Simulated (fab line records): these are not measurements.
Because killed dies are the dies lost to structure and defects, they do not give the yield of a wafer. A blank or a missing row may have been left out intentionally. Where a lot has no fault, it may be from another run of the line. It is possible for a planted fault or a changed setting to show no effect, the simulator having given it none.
Struck lot and sound lot, side by side / flow n5Finfet / 14 steps out of a route of 1938
Sound: wafers L740.2, L740.4, L740.6. Wafers struck: L745.3, L745.4, L745.5. At the end, the cause is stated.
Order at every step that has rows: each side's tool, ch and its chambers, its first start. Under that, the readings that differ: sound wafers / struck wafers / difference of the means / sigmas: that difference in standard deviations of wafers without a fault.
alike: a reading whose means differ by less than 2 such deviations, as well as words and numbers matching on both sides. not compared: withheld readings; readings where some wafer has no value; bounds like >300 that might hide an equal value; numbers whose values overlap and for which the record gives no deviation.
A row with sigmas, a row that says differs or no value, or rows on one side alone: a step with any of these is where the two part. When numbers do not overlap yet have no deviation, they are printed without sigmas and do not part them. A reading missing from all wafers of one side parts the sides only when that side holds two or more wafers.

N5_DUMMY_GATE_CMP_04: polishes a-Si.
  sound on cmp-03 ch 1,2, day 3 06:24; struck on cmp-02 ch 0,1,2, day 4 06:19
  alike: motorCurrentA, timeToEndpointS
N5_DUMMY_GATE_THK_MEAS_05:
  sound on filmMetro-01, day 3 06:38; struck on filmMetro-01, day 4 06:31
  alike: thkNm
then, 10 steps without rows for these wafers: N5_DUMMY_GATE_HM_DEP_06 (deposits SiNx from DCS/NH3, target thk 80 nm, time 5141 s); N5_DUMMY_GATE_PECVD_30 (deposits SiO2 from TEOS/O2, target thk 55 nm, time 10.8 s); N5_DUMMY_GATE_COAT_34 (time 60 s, resist thk 60 nm); N5_DUMMY_GATE_COAT_35 (time 60 s, resist thk 10 nm); N5_DUMMY_GATE_COAT_28 (time 60 s, resist thk 10 nm); N5_DUMMY_GATE_COAT_09 (resist thk 30 nm); N5_DUMMY_GATE_EBR_11; N5_DUMMY_GATE_SOFTBAKE_10 (time 60 s); N5_DUMMY_GATE_EXPOSE_12 (exposes mask GATE, target cd 25 nm); N5_DUMMY_GATE_PEB_13 (peb time 60 s).
N5_DUMMY_GATE_DEVELOP_14: develop time 30 s.
  sound on lithoTrack-03 ch 0, day 3 11:01; struck on lithoTrack-04, day 4 10:45
  no value came back on the struck wafers for chillPlateTempC (C), developTimeS (s), resistLineTempC (C); on the sound wafers chillPlateTempC (C) reads 23.07 23.09 22.97
reading=model.CAR-EUV_of_DUMMY_GATE_COAT_09.thkNm (nm); sound=29.4 29.4 29.4; struck=30.2 30 30.2; difference=+0.7; sigmas=
N5_DUMMY_GATE_CD_MEAS_15 targets a cd of 25.8 nm.
  sound on cdSem-01 ch 0, day 3 11:04; struck on cdSem-03 ch 0, day 4 10:49
reading=cdNm (nm); sound=24.96 25.18 25.08; struck=- - -; difference=no value on the struck wafers; sigmas=

WHERE THEY PART
First at N5_DUMMY_GATE_DEVELOP_14; last, within this record, at N5_DUMMY_GATE_CD_MEAS_15.

WHY: the cause the simulator had injected
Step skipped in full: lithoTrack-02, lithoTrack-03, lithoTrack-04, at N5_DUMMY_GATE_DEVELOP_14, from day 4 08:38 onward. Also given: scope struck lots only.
